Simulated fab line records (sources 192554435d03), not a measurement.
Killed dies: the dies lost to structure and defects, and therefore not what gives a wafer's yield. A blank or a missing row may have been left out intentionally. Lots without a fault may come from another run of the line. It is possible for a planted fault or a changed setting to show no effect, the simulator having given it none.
fab line records -- flow n5-finfet
record: lots: 5, wafers: 14, last-day: 19
route steps=1938 shown BEOL_M4@1099 BEOL_M5@1112 BEOL_M11@1554 PASSIVATION@1936
lots that met no fault: from a run of the same line without faults
start-h: start of the lot's first displayed wafer, in hours after the record's first day -- wait-h: how many hours have passed since the lot's step before this one -- " identical to the entry in the row above -- L1.1+2: a row that stands for several wafers -- - value missing, or start not given -- * or withheld: withheld -- < > ~ a bound
route shown NAME@n: names a module that has steps shown in the file, with the first one's number in the route -- usual: the fault-free wafers' mean and standard deviation -- same: alike in all rows -- chamber/n: place in a boat -- sites: the reading at each site -- _std_site: the standard deviation of these -- _edge_site: inner sites' mean taken away from outer sites' mean -- radius-mm: for every site, how far away it sits from the centre of the wafer -- mask NAME#n: copy n -- behind: the most recent tool/chamber to have shaped the wafer -- hold: why the lot went on hold/how many hours it stayed there/how the hold came to an end -- device: which transistor (n, p or np) failed to switch -- end of line: the route-end tests of the same wafers -- a step given without rows: its recipe and nothing more -- killed: at the first sort, the dies lost to defects and structure; wafer yield is something else -- map: a wafer's dies, marking killed ones x, the rest . and places with no die _
set.NAME: the setting as run; set.NAME@STEP: as run at that earlier step -- model.NAME: the simulator's own value behind a step, which no gauge read
a table for each step, a row for each wafer; lots at some steps of the route
services: from which hour (start-h, from the record's first day; less than 0 if before it) a tool's chamber was out of use, for how many hours, and why
== steps ==
step: N5_BEOL_M4_ANNEAL_95
recipe: temp-c: 400, time-s: 240, ambient: vacuum
step: N5_BEOL_M4_SPUTTER_96
recipe: material: Cu, target-thk-a: 45, temp-c: -20, chamber-pressure-pa: 0.07, power-w: withheld, time-s: 8.29
step: N5_BEOL_M4_ECD_50
recipe: material: Cu, target-thk-a: 3000
step: N5_BEOL_M4_ANNEAL_51
recipe: temp-c: 225, time-s: 90, ambient: N2
step: N5_BEOL_M4_CMP_52
recipe: stop-on: SiOC, t-overpolish-s: 6.8, down-force-psi: 1, platen-rpm: 50, clearing-platen-down-force-psi: 1.5, clearing-platen-rpm: 50, post-cmp-clean: cu-alkaline, target-thk-nm: 40, clearing-platen-pad-velocity-m-s: 0.99484, pad-velocity-m-s: 0.99484
step: N5_BEOL_M4_PRE_CLEAN_60
recipe: gas: NH3/H2, time-s: 15, temp-c: *, rf-power-w: 300
step: N5_BEOL_M4_CO_CAP_55
recipe: material: Co, target-thk-a: 20, temp-c: 200, precursor: CCTBA/H2, pressure-torr: 30, time-s: 102.1
step: N5_BEOL_M4_PRE_CLEAN_56
recipe: gas: NH3, time-s: 15, temp-c: withheld, rf-power-w: 300
step: N5_BEOL_M4_DEP_57
recipe: material: SiCN, target-thk-a: 80, temp-c: withheld, precursor: 3MS/NH3, pressure-torr: 3, rf-w: 202, time-s: 14
step: N5_BEOL_M4_RC_MEAS_101
usual: DIBL_N: 36.6/1.9, DIBL_P: 36.7/2.2, IOFF_N: 0.16/0.035, IOFF_P: 0.22/0.038, ION_N: 672/14, ION_P: 462/8.3, SS_N: 71.6/0.65, SS_P: 73.5/0.72, VT_N: 250/3.5, VT_P: -250/3.1
lot.wafer,tool,chamber,start-h,wait-h,DIBL_N[mV/V],DIBL_P[mV/V],IOFF_N[nA/um],IOFF_P[nA/um],ION_N[uA/um],ION_P[uA/um],SS_N[mV/dec],SS_P[mV/dec],VT_N[mV],VT_P[mV]
L721.1,prober-01,0,236.85,0.0,38.4,38.8,0.20,0.22,678,456,72.8,73.3,245,-251
L721.2,prober-01,0,236.85,0.0,39.2,40.2,0.22,0.25,703,469,71.9,73.7,246,-251
L721.4,prober-01,0,236.85,0.0,40.0,40.8,0.23,0.26,682,458,73.2,74.5,245,-248
L723.1,prober-02,0,249.12,0.0,35.6,36.2,0.14,0.20,654,455,71.2,72.7,252,-253
L723.5,prober-02,0,249.12,0.0,36.5,36.0,0.14,0.19,669,463,71.6,72.9,252,-251
L723.6,prober-02,0,249.12,0.0,35.6,35.9,0.13,0.19,660,450,71.8,73.9,254,-251
L724.1,prober-02,0,257.28,0.0,34.1,33.4,0.13,0.17,650,448,71.7,72.8,254,-253
L724.6,prober-02,0,257.28,0.0,35.8,34.9,0.16,0.19,674,458,72.3,73.1,254,-254
L730.1,prober-01,0,291.00,0.0,35.8,37.3,0.15,0.24,676,466,71.3,74.4,251,-247
L730.2,prober-01,0,291.00,0.0,40.0,41.2,0.24,0.32,666,461,72.7,75.3,249,-245
L730.6,prober-01,0,291.00,0.0,35.4,37.4,0.15,0.23,662,467,71.4,74.0,252,-247
L737.1,prober-01,0,327.85,0.0,39.5,41.3,0.23,0.30,693,471,72.2,74.0,245,-245
L737.2,prober-01,0,327.85,0.0,34.9,35.8,0.13,0.19,670,464,71.5,73.0,251,-253
L737.6,prober-01,0,327.85,0.0,38.2,40.7,0.21,0.30,698,471,71.8,73.9,246,-245
step: N5_BEOL_M5_ILD_DEP_00
recipe: material: SiCOH_lowk, target-thk-a: 1406.4, temp-c: 300, precursor: DEMS/porogen, pressure-torr: 5, rf-w: 500, time-s: 25.9
step: N5_BEOL_M5_CURE_79
recipe: temp-c: 385, time-s: 240, ambient: He/Ar, material: SiCOH_lowk
step: N5_BEOL_M5_PECVD_70
recipe: material: SiO2, target-thk-a: 160, temp-c: 400, precursor: TEOS/O2, pressure-torr: 5.5, rf-w: 450, teos-flow-sccm: 53.8, gas: O2, flow-sccm: 3000, time-s: 18
step: N5_BEOL_M5_HM_DEP_02
recipe: material: TiN, target-thk-a: 200, temp-c: 25, chamber-pressure-pa: 0.49996
step: N5_BEOL_M5_COAT_59
recipe: resist: SOC, temp-c: 250, time-s: 60, spin-rpm: 1500, resist-thk-nm: 60
step: N5_BEOL_M5_COAT_60
recipe: resist: SiARC, temp-c: 220, time-s: 60, spin-rpm: 1500, resist-thk-nm: 12
step: N5_BEOL_M5_COAT_71
recipe: resist: underlayer, temp-c: 205, time-s: 60, spin-rpm: 1500, resist-thk-nm: 5
step: N5_BEOL_M5_COAT_05
recipe: resist: CAR-EUV, spin-rpm: 1500, resist-thk-nm: 30
step: N5_BEOL_M5_EBR_07
recipe: solvent: PGMEA, ebr-width-mm: 1.5
step: N5_BEOL_M5_SOFTBAKE_06
recipe: temp-c: 110, time-s: 60, resist: CAR-EUV
step: N5_BEOL_M5_EXPOSE_08
recipe: mask-id: M5, na: 0.33, source-shape: annular, sigma-inner: 0.4, sigma-outer: 0.8, polarization: unpolarized, target-cd-nm: 28, dose-mj: 35.75
step: N5_BEOL_M5_PEB_09
recipe: peb-temp-c: 100, peb-time-s: 60, resist: CAR-EUV
step: N5_BEOL_M5_DEVELOP_10
recipe: develop-time-s: 30, developer: TMAH, resist: CAR-EUV, rinse-liquid: surfactant-rinse, dry: air-spin, dev-temp-c: 23
step: N5_BEOL_M5_DESCUM_16
recipe: chemistry: O2, time-s: 7, source-power-w: 50, bias-power-w: 20, pressure-mtorr: 20, rf-frequency-hz: 2.712e+07, temp-c: 40, resist: CAR-EUV, o2-flow-sccm: 225
step: N5_BEOL_M5_ETCH_72
recipe: chemistry: N2/H2, target: underlayer, target-depth-a: 65, mask-material: CAR-EUV, time-s: 5.2, ion-energy-ev: 200, pressure-mtorr: 30, source-w: 840, bias-w: 150, n2-flow-sccm: 200, h2-flow-sccm: 200, ends: cleared
step: N5_BEOL_M5_ETCH_61
recipe: chemistry: CF4, target: SiARC, target-depth-a: 156, mask-material: CAR-EUV, time-s: 26, ion-energy-ev: 80, pressure-mtorr: 40, source-w: 545, bias-w: 36, Ar_flow_sccm: 100, cf4-flow-sccm: 100, ends: cleared
step: N5_BEOL_M5_ETCH_62
recipe: chemistry: N2/H2, target: SOC, target-depth-a: 750, overetch-a: 150, mask-material: SiARC, temp-c: 40, time-s: 112.5, ion-energy-ev: 200, pressure-mtorr: 30, source-w: 840, bias-w: 150, n2-flow-sccm: 200, h2-flow-sccm: 200
step: N5_BEOL_M5_STRIP_63
recipe: chemistry: N2/H2, temp-c: 40, n2-flow-sccm: 200, h2-flow-sccm: 200, rf-frequency-hz: 6e+07
step: N5_BEOL_M5_STRIP_73
recipe: chemistry: N2/H2, temp-c: 40, n2-flow-sccm: 200, h2-flow-sccm: 200, rf-frequency-hz: 6e+07
step: N5_BEOL_M5_STRIP_64
recipe: chemistry: CF4, resist: SiARC, power-w: 300, bias-power-w: 75, pressure-mtorr: 50, cf4-flow-sccm: 150, rf-frequency-hz: 6e+07
step: N5_BEOL_M5_HM_OPEN_17
recipe: chemistry: Cl2/BCl3, target-depth-a: 200, overetch-a: 60, target: TiN, mask-material: SOC, ion-energy-ev: 150, pressure-mtorr: 10, icp-w: 1000, bias-w: 126, Cl2_flow_sccm: 53.25, bcl3-flow-sccm: 21.75, Ar_flow_sccm: 25
step: N5_BEOL_M5_STRIP_19
recipe: chemistry: O2, power-w: 400, temp-c: 40, pressure-mtorr: 30, rf-frequency-hz: 6e+07, bias-power-w: 0, overash-fraction: 0.2, o2-flow-sccm: 225
step: N5_BEOL_M5_COAT_65
recipe: resist: SOC, temp-c: 250, time-s: 60, spin-rpm: 1500, resist-thk-nm: 60
step: N5_BEOL_M5_COAT_66
recipe: resist: SiARC, temp-c: 220, time-s: 60, spin-rpm: 1500, resist-thk-nm: 12
step: N5_BEOL_M11_ETCH_62
recipe: chemistry: N2/H2, target: SOC, target-depth-a: 1100, overetch-a: 220, mask-material: SiARC, temp-c: 40, time-s: 165, ion-energy-ev: 200, pressure-mtorr: 30, source-w: 840, bias-w: 150, n2-flow-sccm: 200, h2-flow-sccm: 200
usual: drypump-motor-current-A: 5.9/0.46, oes-product-au: 0.65/0.055, rf-fwd-power-W: 837.7/2.9, rf-vpp-V: 524.0/2.2, showerhead-plenum-p-Torr: 2.55/0.075, throttle-valve-pct: 17.82/0.25
lot.wafer,tool,chamber,start-h,wait-h,drypump-motor-current-A,oes-product-au,rf-fwd-power-W,rf-hours-counter-h,rf-vpp-V,showerhead-plenum-p-Torr,throttle-valve-pct,model.etch.depth-nm,model.SiARC_of_BEOL_M11_COAT_60.thk-nm,model.BEOL_M11.cd-offset-nm
L721.1,rie-diel-06,2,293.18,0.0,6.0,0.61,837.7,191,524.5,2.63,17.85,100.3,23.6,-0.2
L721.2,rie-diel-06,1,293.18,0.0,5.2,0.73,835.8,46,524.5,2.59,18.00,100.6,23.2,-1
L721.4,rie-diel-06,0,293.18,0.0,6.6,0.86,-,66,525.8,2.59,17.41,90.2,25.4,-1.4
L723.1,rie-diel-06,0,317.88,0.0,6.6,0.73,836.0,75,524.4,2.59,17.39,100.5,23.4,0.4
L723.5,rie-diel-06,1,317.88,0.0,5.2,0.73,846.1,-,524.7,2.59,18.01,100.2,23.2,0.4
L723.6,rie-diel-06,0,317.88,0.0,6.6,0.85,-,-,524.8,2.59,17.43,91.29,25.4,-0.4
L724.1,rie-diel-06,3,325.80,0.0,6.0,0.62,842.6,190,522.4,2.51,17.75,99.39,23.8,0.4
L724.6,rie-diel-06,1,325.80,0.0,5.2,0.86,-,-,526.0,2.58,18.06,95.65,25.4,-0.6
L730.1,rie-diel-01,3,361.70,0.0,6.3,0.68,833.4,96,520.6,2.45,17.43,99.91,23.4,0.4
L730.2,rie-diel-01,0,361.70,0.0,6.1,0.58,835.9,227,522.0,2.52,18.10,99.91,23.6,0.4
L730.6,rie-diel-01,1,361.70,0.0,5.8,0.58,838.9,-,520.8,2.41,18.09,100.3,23.2,0.2
L737.1,rie-diel-06,2,401.03,0.0,6.0,0.59,837.5,225,525.8,2.62,17.91,99.86,23.8,-0.2
L737.2,rie-diel-06,1,401.03,0.0,5.2,0.68,841.0,82,524.2,2.57,18.07,99.82,23.2,-0.6
L737.6,rie-diel-06,1,401.03,0.0,5.2,0.69,840.3,-,525.6,2.57,18.08,99.83,23.4,-0.4
step: N5_BEOL_M11_HM_OPEN_17
recipe: chemistry: Cl2/BCl3, target-depth-a: 200, overetch-a: 60, target: TiN, mask-material: SOC, ion-energy-ev: 150, pressure-mtorr: 10, icp-w: 1000, bias-w: 126, Cl2_flow_sccm: 53.25, bcl3-flow-sccm: 21.75, Ar_flow_sccm: 25
usual: drypump-motor-current-A: 5.5/0.43, oes_ar_750_au: 0.76/0.094, oes-product-au: 0.65/0.095, rf-fwd-power-W: 990/4, throttle-valve-pct: 22.26/0.21
lot.wafer,tool,chamber,start-h,wait-h,drypump-motor-current-A,oes_ar_750_au,oes-product-au,rf-fwd-power-W,rf-hours-counter-h,throttle-valve-pct,model.BEOL_M11.cd-offset-nm
L721.1,rie-metal-03,1,293.36,0.0,5.1,0.68,0.58,994,96,22.04,-0.4
L721.2,rie-metal-03,0,293.36,0.0,5.3,0.68,0.58,993,93,22.55,-1.2
L721.4,rie-metal-03,0,293.36,0.0,5.3,0.69,0.32,989,-,23.09,-1.4
L723.1,rie-metal-02,0,318.07,0.0,5.1,0.93,0.83,987,2,22.11,0.4
L723.5,rie-metal-02,1,318.07,0.0,6.1,0.79,0.68,988,-,22.28,0.2
L723.6,rie-metal-02,0,318.07,0.0,5.1,0.94,0.49,988,-,22.58,-0.4
L724.1,rie-metal-02,0,325.99,0.0,5.2,0.93,0.83,993,3,22.09,0.4
L724.6,rie-metal-02,0,325.99,0.0,5.1,0.92,0.80,987,-,22.13,-0.8
L730.1,rie-metal-02,1,361.89,0.0,6.2,0.77,0.67,994,35,22.28,0.2
L730.2,rie-metal-02,0,361.89,0.0,5.2,0.90,0.81,989,6,22.09,0.6
L730.6,rie-metal-02,1,361.89,0.0,6.2,0.77,0.68,996,-,22.28,0
L737.1,rie-metal-02,1,401.22,0.0,6.1,0.76,0.66,985,40,22.29,-0.4
L737.2,rie-metal-02,0,401.22,0.0,5.1,0.87,0.77,991,10,22.12,-0.6
L737.6,rie-metal-02,1,401.22,0.0,6.2,0.76,0.66,986,-,22.28,-0.4
step: N5_BEOL_M11_CD_MEAS_18
recipe: pitch-nm: 140, target-cd-nm: 70
usual: cd-nm: 69.9/0.53
lot.wafer,tool,chamber,start-h,wait-h,cd-nm
L721.1,cd-sem-01,-,293.74,0.0,69.6
L721.2,cd-sem-01,-,293.74,0.0,68.6
L721.4,cd-sem-01,-,293.74,0.0,-
L723.1,cd-sem-02,-,318.28,0.0,70.7
L723.5,cd-sem-02,-,318.28,0.0,70.3
L723.6,cd-sem-02,-,318.28,0.0,-
L724.1,cd-sem-03,-,326.27,0.0,70.4
L724.6,cd-sem-03,-,326.27,0.0,-
L730.1,cd-sem-03,-,362.07,0.0,70.1
L730.2,cd-sem-03,-,362.07,0.0,70.6
L730.6,cd-sem-03,-,362.07,0.0,70.3
L737.1,cd-sem-03,-,401.41,0.0,69.8
L737.2,cd-sem-03,-,401.41,0.0,69.8
L737.6,cd-sem-03,-,401.41,0.0,70.0
step: N5_BEOL_M11_VIA_ETCH_34
recipe: chemistry: C4F6/O2, target: SiCOH_lowk, target-depth-a: 1845, mask-material: SOC, taper-deg: 4, time-s: 69.2, ion-energy-ev: 250, pressure-mtorr: 30, source-w: 345, bias-w: 185, Ar_flow_sccm: 300, C4F6_flow_sccm: 10, O2_flow_sccm: 10
usual: drypump-motor-current-A: 5.7/0.56, oes_ar_750_au: 0.78/0.065, oes_f_703_au: 0.78/0.07, oes-product-au: 0.78/0.067, rf-fwd-power-W: 342.1/1.2, rf-vpp-V: 669/9.1, showerhead-plenum-p-Torr: 2.85/0.081, throttle-valve-pct: 20.89/0.28
lot.wafer,tool,chamber,start-h,wait-h,drypump-motor-current-A,oes_ar_750_au,oes_f_703_au,oes-product-au,rf-fwd-power-W,rf-hours-counter-h,rf-vpp-V,showerhead-plenum-p-Torr,throttle-valve-pct
L721.1,rie-diel-06,3,295.31,0.0,6.0,0.72,0.73,0.72,344.3,182,674,2.82,20.78
L721.2,rie-diel-06,1,295.31,0.0,5.2,0.88,0.90,0.87,342.8,47,654,2.92,21.18
L721.4,rie-diel-06,0,295.31,0.0,6.6,0.86,0.84,0.32,340.2,67,664,2.88,20.16
L723.1,rie-diel-01,0,320.50,0.0,6.1,0.68,0.67,0.68,343.2,216,680,2.81,21.09
L723.5,rie-diel-01,0,320.50,0.0,6.1,0.68,0.67,0.67,342.6,-,679,2.81,21.08
L723.6,rie-diel-01,3,320.50,0.0,6.3,0.82,0.82,0.31,343.0,-,672,2.75,20.39
L724.1,rie-diel-06,1,329.74,0.0,5.2,0.86,0.88,0.85,343.4,59,654,2.91,21.21
L724.6,rie-diel-06,3,329.74,0.0,6.0,0.72,0.73,0.36,341.8,-,674,2.82,20.67
L730.1,rie-diel-06,1,363.96,0.0,5.2,0.86,0.87,0.84,342.8,68,652,2.91,21.22
L730.2,rie-diel-06,3,363.96,0.0,6.0,0.72,0.72,0.70,341.0,200,675,2.81,20.81
L730.6,rie-diel-06,0,363.96,0.0,6.6,0.83,0.82,0.84,341.2,-,662,2.87,20.33
L737.1,rie-diel-01,3,403.00,0.0,6.3,0.79,0.79,0.78,340.8,115,668,2.74,20.60
L737.2,rie-diel-01,2,403.00,0.0,5.9,0.71,0.72,0.71,342.3,174,675,2.95,21.05
L737.6,rie-diel-01,2,403.00,0.0,5.9,0.72,0.72,0.71,341.7,-,675,2.95,21.05
step: N5_BEOL_M11_OCD_MEAS_38
usual: trench-depth-nm: 148/3.1
lot.wafer,tool,chamber,start-h,wait-h,trench-depth-nm
L721.1,ocd-02,-,295.60,-,146
L721.2,ocd-02,-,295.60,-,153
L721.4,ocd-02,-,295.60,-,0
L723.1,ocd-01,-,320.78,-,144
L723.5,ocd-01,-,320.78,-,145
L723.6,ocd-01,-,320.78,-,0
L724.1,ocd-02,-,330.03,-,152
L724.6,ocd-02,-,330.03,-,25
L730.1,ocd-02,-,364.25,-,153
L730.2,ocd-02,-,364.25,-,142
L730.6,ocd-02,-,364.25,-,149
L737.1,ocd-02,-,403.29,-,147
L737.2,ocd-02,-,403.29,-,142
L737.6,ocd-02,-,403.29,-,145
step: N5_BEOL_M11_CD_MEAS_35
recipe: target-cd-nm: 70, polarity: opening
usual: cd-nm: 69.8/0.51
lot.wafer,tool,chamber,start-h,wait-h,cd-nm
L721.1,cd-sem-01,-,295.75,0.0,69.7
L721.2,cd-sem-01,-,295.75,0.0,68.9
L721.4,cd-sem-01,-,295.75,0.0,-
L723.1,cd-sem-01,-,320.93,0.0,70.4
L723.5,cd-sem-01,-,320.93,0.0,70.5
L723.6,cd-sem-01,-,320.93,0.0,-
L724.1,cd-sem-03,-,330.18,0.0,70.6
L724.6,cd-sem-03,-,330.18,0.0,-
L730.1,cd-sem-03,-,364.40,0.0,70.3
L730.2,cd-sem-03,-,364.40,0.0,70.2
L730.6,cd-sem-03,-,364.40,0.0,69.9
L737.1,cd-sem-03,-,403.44,0.0,69.4
L737.2,cd-sem-03,-,403.44,0.0,69.3
L737.6,cd-sem-03,-,403.44,0.0,69.4
step: N5_PASSIVATION_PROBE_49
usual: defect-limited-yield: 91.6/1.4, killed_at_M0_to_M3: 35/10, killed_at_M4_up: 13/4.8, killed-at-contacts: 12/7.2, killed-at-front-end: 36/12, killed-at-other: 4/3.1, killed-dies: 100/17, killed-on-rim: 13/4.2, killed-open: 66/13, killed-short: 32/7.3, sort_bin_4_leakage: 0.00/0.0099, sort_bin_5_function: 5.0/0.94, sort_bin_6_memory: 3.1/0.67, sort-n-pass: 1080/17, sort-yield-pct: 91.6/1.4
same: gross-dies: 1180, killed-at-back-side: 0, sort_bin_8_speed[%]: 0
lot.wafer,tool,chamber,start-h,wait-h,defect-limited-yield[%],killed_at_M0_to_M3,killed_at_M4_up,killed-at-contacts,killed-at-front-end,killed-at-other,killed-dies,killed-on-rim,killed-open,killed-short,sort_bin_4_leakage[%],sort_bin_5_function[%],sort_bin_6_memory[%],sort-n-pass,sort-yield-pct[%]
L721.4,prober-01,-,356.93,0.2,0,25,1100,9,42,4,1180,152,57,33,0,96.5,3.1,0,0
L723.1,prober-02,-,375.70,0.0,93.6,26,16,8,23,2,75,8,46,27,0,3.6,2.3,1105,93.6
L723.5,prober-02,-,375.90,0.2,94.3,28,11,8,20,0,67,8,43,24,0,3.4,1.9,1113,94.3
L723.6,prober-02,-,375.95,0.3,0.3,35,1107,4,29,1,1176,149,53,21,0,97.4,1.6,4,0.3
L724.1,prober-01,-,389.60,0.0,91.5,37,7,13,39,4,100,19,61,39,0,4.6,3.6,1080,91.5
L724.6,prober-01,-,389.85,0.3,14.8,23,937,14,31,0,1005,142,53,30,0,82.0,3.0,175,14.8
killed by level:class
L721.4 BEOL_M11:area-etch=1090 FIN_SAQP:geometric-particle:open=13 BEOL_M0_SAQP:geometric-particle:short=12 STI_FIN_REVEAL:geometric-particle:open=10 BEOL_M0_SAQP:geometric-particle:open=7 MOL_CONTACT_COAG:geometric-particle:open=6 FIN_SAQP:geometric-particle:short=3 MOL_CONTACT_COAG:geometric-particle:short=3
L723.1 BEOL_M2:geometric-particle:open=12 BEOL_M4:geometric-particle:open=6 MOL_CONTACT_COAG:geometric-particle:open=6 BEOL_M4:geometric-particle:short=5 BEOL_M3:geometric-particle:open=4 STARTING-WAFER:geometric-particle:short=4 FIN_SAQP:geometric-particle:short=3 GATE_CUT:geometric-particle:short=3
L723.5 BEOL_M0_SAQP:geometric-particle:open=7 MOL_CONTACT_COAG:geometric-particle:open=6 BEOL_M1:geometric-particle:open=6 BEOL_M0_SAQP:geometric-particle:short=5 BEOL_M4:geometric-particle:open=4 STARTING-WAFER:geometric-particle:short=4 FIN_SAQP:geometric-particle:open=3 DUMMY_GATE:geometric-particle:open=3
L723.6 BEOL_M11:area-etch=1101 BEOL_M2:geometric-particle:open=11 STI_FIN_REVEAL:geometric-particle:open=10 BEOL_M3:geometric-particle:open=9 BEOL_M0_SAQP:geometric-particle:short=6 STARTING-WAFER:geometric-particle:open=4 FIN_SAQP:geometric-particle:open=3 STI_FIN_REVEAL:geometric-particle:short=3
L724.1 BEOL_M0_SAQP:geometric-particle:open=9 BEOL_M0_SAQP:geometric-particle:short=9 FIN_SAQP:geometric-particle:short=8 MOL_CONTACT_COAG:geometric-particle:open=8 BEOL_M1:geometric-particle:open=8 FIN_SAQP:geometric-particle:open=7 STI_FIN_REVEAL:geometric-particle:open=7 MOL_CONTACT_COAG:geometric-particle:short=5
L724.6 BEOL_M11:area-etch=922 MOL_CONTACT_COAG:geometric-particle:open=9 BEOL_M4:geometric-particle:open=7 BEOL_M0_SAQP:geometric-particle:open=6 BEOL_M0_SAQP:geometric-particle:short=6 STARTING-WAFER:geometric-particle:open=6 FIN_SAQP:geometric-particle:short=5 STI_FIN_REVEAL:geometric-particle:open=5
map L721.4 (x killed, . not)
_________________xxxxxxxxxxxx________________
______________xxxxxxxxxxxxxxxxxx_____________
___________xxxxxxxxxxxxxxxxxxxxxxxx__________
__________xxxxxxxxxxxxxxxxxxxxxxxxxx_________
________xxxxxxxxxxxxxxxxxxxxxxxxxxxxxx_______
_______xxxxxxxxxxxxxxxxxxxxxxxxxxxxxxxx______
______xxxxxxxxxxxxxxxxxxxxxxxxxxxxxxxxxx_____
_____xxxxxxxxxxxxxxxxxxxxxxxxxxxxxxxxxxxx____
____xxxxxxxxxxxxxxxxxxxxxxxxxxxxxxxxxxxxxx___
___xxxxxxxxxxxxxxxxxxxxxxxxxxxxxxxxxxxxxxxx__
___xxxxxxxxxxxxxxxxxxxxxxxxxxxxxxxxxxxxxxxx__
__xxxxxxxxxxxxxxxxxxxxxxxxxxxxxxxxxxxxxxxxxx_
__xxxxxxxxxxxxxxxxxxxxxxxxxxxxxxxxxxxxxxxxxx_
_xxxxxxxxxxxxxxxxxxxxxxxxxxxxxxxxxxxxxxxxxxxx
_xxxxxxxxxxxxxxxxxxxxxxxxxxxxxxxxxxxxxxxxxxxx
_xxxxxxxxxxxxxxxxxxxxxxxxxxxxxxxxxxxxxxxxxxxx
_xxxxxxxxxxxxxxxxxxxxxxxxxxxxxxxxxxxxxxxxxxxx
_xxxxxxxxxxxxxxxxxxxxxxxxxxxxxxxxxxxxxxxxxxxx
_xxxxxxxxxxxxxxxxxxxxxxxxxxxxxxxxxxxxxxxxxxxx
_xxxxxxxxxxxxxxxxxxxxxxxxxxxxxxxxxxxxxxxxxxxx
_xxxxxxxxxxxxxxxxxxxxxxxxxxxxxxxxxxxxxxxxxxxx
__xxxxxxxxxxxxxxxxxxxxxxxxxxxxxxxxxxxxxxxxxx_
__xxxxxxxxxxxxxxxxxxxxxxxxxxxxxxxxxxxxxxxxxx_
___xxxxxxxxxxxxxxxxxxxxxxxxxxxxxxxxxxxxxxxx__
___xxxxxxxxxxxxxxxxxxxxxxxxxxxxxxxxxxxxxxxx__
____xxxxxxxxxxxxxxxxxxxxxxxxxxxxxxxxxxxxxx___
_____xxxxxxxxxxxxxxxxxxxxxxxxxxxxxxxxxxxx____
______xxxxxxxxxxxxxxxxxxxxxxxxxxxxxxxxxx_____
_______xxxxxxxxxxxxxxxxxxxxxxxxxxxxxxxx______
________xxxxxxxxxxxxxxxxxxxxxxxxxxxxxx_______
__________xxxxxxxxxxxxxxxxxxxxxxxxxx_________
___________xxxxxxxxxxxxxxxxxxxxxxxx__________
______________xxxxxxxxxxxxxxxxxx_____________
_________________xxxxxxxxxxxx________________
map L723.6 (x killed, . not)
_________________xxxxxxx.xxxx________________
______________xx.xxxxxxxxx.x.xxx_____________
___________xxxxxxxxxxxxxxxxxxxxxxxx__________
__________xxxxxxxxxxxxxxxxxxxxxxxxxx_________
________xxxxxxxxxxxxxxxxxxxxxxxxxxxxxx_______
_______xxxxxxxxxxxxxxxxxxxxxxxxxxxxxxxx______
______xxxxxxxxxxxxxxxxxxxxxxxxxxxxxxxxxx_____
_____xxxxxxxxxxxxxxxxxxxxxxxxxxxxxxxxxxxx____
____xxxxxxxxxxxxxxxxxxxxxxxxxxxxxxxxxxxxxx___
___xxxxxxxxxxxxxxxxxxxxxxxxxxxxxxxxxxxxxxxx__
___xxxxxxxxxxxxxxxxxxxxxxxxxxxxxxxxxxxxxxxx__
__xxxxxxxxxxxxxxxxxxxxxxxxxxxxxxxxxxxxxxxxxx_
__xxxxxxxxxxxxxxxxxxxxxxxxxxxxxxxxxxxxxxxxxx_
_xxxxxxxxxxxxxxxxxxxxxxxxxxxxxxxxxxxxxxxxxxxx
_xxxxxxxxxxxxxxxxxxxxxxxxxxxxxxxxxxxxxxxxxxxx
_xxxxxxxxxxxxxxxxxxxxxxxxxxxxxxxxxxxxxxxxxxxx
_xxxxxxxxxxxxxxxxxxxxxxxxxxxxxxxxxxxxxxxxxxxx
_xxxxxxxxxxxxxxxxxxxxxxxxxxxxxxxxxxxxxxxxxxxx
_xxxxxxxxxxxxxxxxxxxxxxxxxxxxxxxxxxxxxxxxxxxx
_xxxxxxxxxxxxxxxxxxxxxxxxxxxxxxxxxxxxxxxxxxxx
_xxxxxxxxxxxxxxxxxxxxxxxxxxxxxxxxxxxxxxxxxxxx
__xxxxxxxxxxxxxxxxxxxxxxxxxxxxxxxxxxxxxxxxxx_
__xxxxxxxxxxxxxxxxxxxxxxxxxxxxxxxxxxxxxxxxxx_
___xxxxxxxxxxxxxxxxxxxxxxxxxxxxxxxxxxxxxxxx__
___xxxxxxxxxxxxxxxxxxxxxxxxxxxxxxxxxxxxxxxx__
____xxxxxxxxxxxxxxxxxxxxxxxxxxxxxxxxxxxxxx___
_____xxxxxxxxxxxxxxxxxxxxxxxxxxxxxxxxxxxx____
______xxxxxxxxxxxxxxxxxxxxxxxxxxxxxxxxxx_____
_______xxxxxxxxxxxxxxxxxxxxxxxxxxxxxxxx______
________xxxxxxxxxxxxxxxxxxxxxxxxxxxxxx_______
__________xxxxxxxxxxxxxxxxxxxxxxxxxx_________
___________xxxxxxxxxxxxxxxxxxxxxxxx__________
______________xxxxxxxxxxxxxxxxxx_____________
_________________xxxxxxxxxxxx________________
== services ==
tool,chamber,start-h,hours,kind
rie-diel-01,1,381.93,-,clean
rie-diel-01,1,381.93,-,consumable-replace:focus-ring
rie-diel-01,1,381.93,-,consumable-replace:showerhead
rie-diel-01,1,381.93,34.8,scheduled-down
rie-diel-01,1,381.93,34.8,vent-cycle
rie-metal-03,1,385.20,-,clean
rie-metal-03,1,385.20,16.9,scheduled-down
rie-metal-03,1,385.20,16.9,vent-cycle
rie-diel-06,3,390.17,4.9,repair
rie-metal-03,0,402.09,-,clean
rie-metal-03,0,402.09,23.5,scheduled-down
rie-metal-03,0,402.09,23.5,vent-cycle
== key ==
first-sign: step: N5_BEOL_M11_ETCH_62, reading: oes-product-au, direction: up, sigmas: 3.8, usual: 0.65, struck: 0.86
effect: step: N5_BEOL_M11_CD_MEAS_18, reading: cd-nm, direction: missing
effect: step: N5_BEOL_M11_VIA_ETCH_34, reading: oes-product-au, direction: down, sigmas: 6.7, usual: 0.78, struck: 0.33
effect: step: N5_BEOL_M11_OCD_MEAS_38, reading: trench-depth-nm, direction: down, sigmas: 44, usual: 148, struck: 8
effect: step: N5_BEOL_M11_CD_MEAS_35, reading: cd-nm, direction: missing
effect: step: N5_PASSIVATION_PROBE_49, reading: killed_at_M4_up, direction: up, sigmas: 99+, usual: 13, struck: 1048
model-effect: step: N5_BEOL_M11_ETCH_62, value: etch.depth-nm, without: 100.1, struck: 92.38
model-effect: step: N5_BEOL_M11_HM_OPEN_17, value: BEOL_M11.cd-offset-nm, without: 0.2, struck: -0.8667
more-kills-born-at: N5_BEOL_M11_ETCH_62@rie-diel-06: 3113
met-at N5_BEOL_M11_ETCH_62
struck-wafers L721.4,L723.6,L724.6
later-rows-left-out L721.4,L723.6,L724.6
fault: kind: process-parameter-drift, tool: rie-diel-06, chamber: -, onset-h: 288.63, steps: N5_BEOL_M11_ETCH_62, channel: time-s, offset: *, shape: step, end-h: 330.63, scope: struck-wafers-only, acts-in: *, stated: *
later-rows-left-out: the simulator's readings of these wafers behind a module that went badly wrong aren't trusted and aren't shown, but for the sort
